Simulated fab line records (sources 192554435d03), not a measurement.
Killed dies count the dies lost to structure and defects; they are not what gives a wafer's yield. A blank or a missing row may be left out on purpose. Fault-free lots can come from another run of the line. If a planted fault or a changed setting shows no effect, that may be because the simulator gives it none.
Chamber matching -- flow n5-finfet -- 4 sister chambers for N5_MOL_CONTACT_COAG_DESCUM_13 on rie-diel-02
The step chemistry O2, time 7 s. 14 wafers are shown with their chamber, then 7 later ones without.

EACH WAFER AND ITS CHAMBER
wafer,chamber,drypump-motor-current-A (A),showerhead-plenum-p-Torr (Torr),throttle-valve-pct (%)
L074.2,0,6.5,2.16,20.96
L074.4,3,5.2,2.17,20.79
L074.5,0,6.5,2.16,20.96
L077.2,0,6.5,2.16,20.97
L077.3,1,6.2,2.23,20.10
L077.6,2,5.7,2.17,20.90
L082.1,0,6.5,2.16,20.52
L082.5,0,6.5,2.16,20.49
L082.6,2,5.7,2.17,20.90
L083.1,1,6.1,2.23,20.11
L083.3,1,6.2,2.23,20.10
L083.4,2,5.7,2.17,20.90
L086.2,3,5.2,2.16,20.43
L086.3,0,6.5,2.15,20.54

SIGNATURES (averages over the wafers above)
reading,chamber 0,chamber 1,chamber 2,chamber 3,scatter within a chamber
drypump-motor-current-A,6.500,6.167,5.700,5.200,0.0258
showerhead-plenum-p-Torr,2.1583,2.2300,2.1700,2.1650,0.00365
throttle-valve-pct,20.7400,20.1033,20.9000,20.6100,0.191
Rule: distance of a wafer from a chamber = root of the sum over the readings of ((wafer's reading minus chamber's mean) / reading's scatter) squared. If the next closest chamber is less than 2 further off than the closest, the wafer can't be placed; otherwise it belongs to the closest. How the scatter is found: for the shown wafers, subtract from each reading the mean of its chamber, square and add these, divide the total by (wafers less chambers), then take the root.

WAFERS MISSING THEIR CHAMBER
wafer,drypump-motor-current-A (A),showerhead-plenum-p-Torr (Torr),throttle-valve-pct (%)
L086.4,6.1,2.22,20.15
L091.2,5.3,2.16,20.44
L091.4,6.2,2.22,20.16
L091.5,6.2,2.22,20.15
L096.1,6.2,2.22,20.18
L096.2,5.7,2.15,20.60
L096.6,6.2,2.22,20.19

THE CHAMBER EACH PASSED THROUGH
wafer,from the rows above,in truth
L086.4,1,1
L091.2,3,3
L091.4,1,1
L091.5,1,1
L096.1,1,1
L096.2,2,2
L096.6,1,1
Correct placement for 7 of the 7. Left unplaced by these rows: 0. Wrongly placed: 0.
